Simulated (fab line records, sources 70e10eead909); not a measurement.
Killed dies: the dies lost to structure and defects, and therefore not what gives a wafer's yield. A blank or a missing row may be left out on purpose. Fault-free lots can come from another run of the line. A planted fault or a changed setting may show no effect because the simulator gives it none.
Chamber matching ; flow nand_harc ; NHARC_A_CHANNEL_FILL_D1_ALD_02 on ald_hk-03: 4 sister chambers
The step deposits SiO2, target thk 6 nm, pulse time 10 s, ald cycles 60. 18 wafers are shown with their chamber, then 9 later ones without.

WAFERS, EACH WITH ITS CHAMBER
wafer;chamber;heater_power_w (W);precursor_pulse_height_rel
L078.1;3;405;0.982
L078.4;2;486;1.018
L078.6;1;500;0.986
L084.1;2;507;1.036
L084.3;1;502;0.965
L084.5;1;506;0.967
L086.3;3;421;1.019
L086.4;1;511;0.982
L086.5;1;500;1.004
L088.1;3;430;1.013
L088.4;1;491;0.973
L088.5;0;448;1.015
L089.1;2;502;1.027
L089.2;0;449;0.999
L089.3;3;422;0.987
L090.1;3;417;0.975
L090.5;1;481;0.987
L090.6;0;450;0.966

SIGNATURES (means of the wafers above)
reading;chamber 0;chamber 1;chamber 2;chamber 3;scatter within a chamber
heater_power_w;449.00;498.71;498.33;419.00;9.13
precursor_pulse_height_rel;0.99333;0.98057;1.02700;0.99520;0.017
Rule: for a wafer and a chamber, the distance is found by dividing, reading by reading, the gap between the wafer's reading and the chamber's mean by the reading's scatter, squaring, summing and taking the root. The wafer belongs to the nearest chamber; if the next one is less than 2 further off, it can't be placed. The scatter is the square root of a quotient: the sum, over the shown wafers, of each reading's squared deviation from its chamber's mean, divided by wafers minus chambers.

WAFERS MISSING THEIR CHAMBER
wafer;heater_power_w (W);precursor_pulse_height_rel
L092.1;509;0.965
L092.3;447;0.992
L092.6;508;1.014
L095.1;421;1.025
L095.2;502;0.966
L095.5;520;1.003
L096.1;425;0.997
L096.2;512;0.998
L096.3;523;0.980

WHICH CHAMBER EACH ONE RAN IN
wafer;from the rows above;in truth
L092.1;1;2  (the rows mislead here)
L092.3;0;0
L092.6;can't be placed: 2 or 1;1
L095.1;can't be placed: 3 or 0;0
L095.2;1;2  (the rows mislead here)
L095.5;can't be placed: 1 or 2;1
L096.1;can't be placed: 3 or 0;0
L096.2;can't be placed: 1 or 2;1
L096.3;can't be placed: 1 or 2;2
Correct placement for 1 of the 9. These rows do not allow placing 6 (true chamber among the candidates in 6). Placed wrongly: 2.
